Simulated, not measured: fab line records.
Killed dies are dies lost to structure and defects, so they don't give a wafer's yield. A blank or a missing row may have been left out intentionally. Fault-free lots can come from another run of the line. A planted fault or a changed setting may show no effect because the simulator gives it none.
Matching of chambers	flow n5_finfet	N5_BEOL_M0_SAQP_ETCH_88 on rie_diel-05 has 4 sister chambers
The step etches underlayer in N2/H2, target depth 6.5 nm, time 5.2 s. 14 wafers are shown with their chamber, then 7 later ones without.

WAFERS WITH THEIR CHAMBER
wafer	chamber	showerhead_plenum_p_Torr (Torr)	drypump_motor_current_A (A)	rf_vpp_V (V)
L077.1	0	2.51	5.6	521.5
L077.5	1	2.70	5.5	528.9
L077.6	2	2.39	5.6	521.0
L078.1	1	2.69	5.5	526.7
L078.4	3	2.60	4.9	527.1
L078.5	3	2.60	4.9	527.6
L084.3	1	2.69	5.5	528.7
L084.5	2	2.39	5.6	519.3
L084.6	1	2.69	5.5	530.6
L089.2	2	2.38	5.6	519.2
L089.3	3	2.59	5.0	524.8
L089.5	3	2.59	5.0	524.7
L090.4	1	2.68	5.4	527.9
L090.5	0	2.50	5.6	521.6

SIGNATURES, as means of the wafers listed above
reading	chamber 0	chamber 1	chamber 2	chamber 3	scatter within a chamber
showerhead_plenum_p_Torr	2.5050	2.6900	2.3867	2.5950	0.00645
drypump_motor_current_A	5.600	5.480	5.600	4.950	0.0424
rf_vpp_V	521.550	528.560	519.833	526.050	1.31
Rule: distance of a wafer from a chamber = root of the sum over the readings of ((wafer's reading minus chamber's mean) / reading's scatter) squared. The wafer belongs to the nearest chamber; if the next one is less than 2 further off, it can't be placed. The scatter: take each reading less its chamber's mean, square it, sum over the shown wafers, divide by the number of wafers less the number of chambers, and take the root.

WAFERS MISSING THEIR CHAMBER
wafer	showerhead_plenum_p_Torr (Torr)	drypump_motor_current_A (A)	rf_vpp_V (V)
L090.6	2.59	5.0	526.6
L094.1	2.58	5.0	526.9
L094.2	2.50	5.6	522.7
L094.6	2.68	5.4	528.6
L096.1	2.68	5.4	529.1
L096.2	2.70	5.6	528.6
L096.4	2.50	5.6	522.2

CHAMBER TAKEN BY EACH
wafer	from the rows above	in truth
L090.6	3	3
L094.1	3	3
L094.2	0	0
L094.6	1	1
L096.1	1	1
L096.2	1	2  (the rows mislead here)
L096.4	0	0
Placed correctly: 6 of 7. Left unplaced by these rows: 0. Placed wrongly: 1.
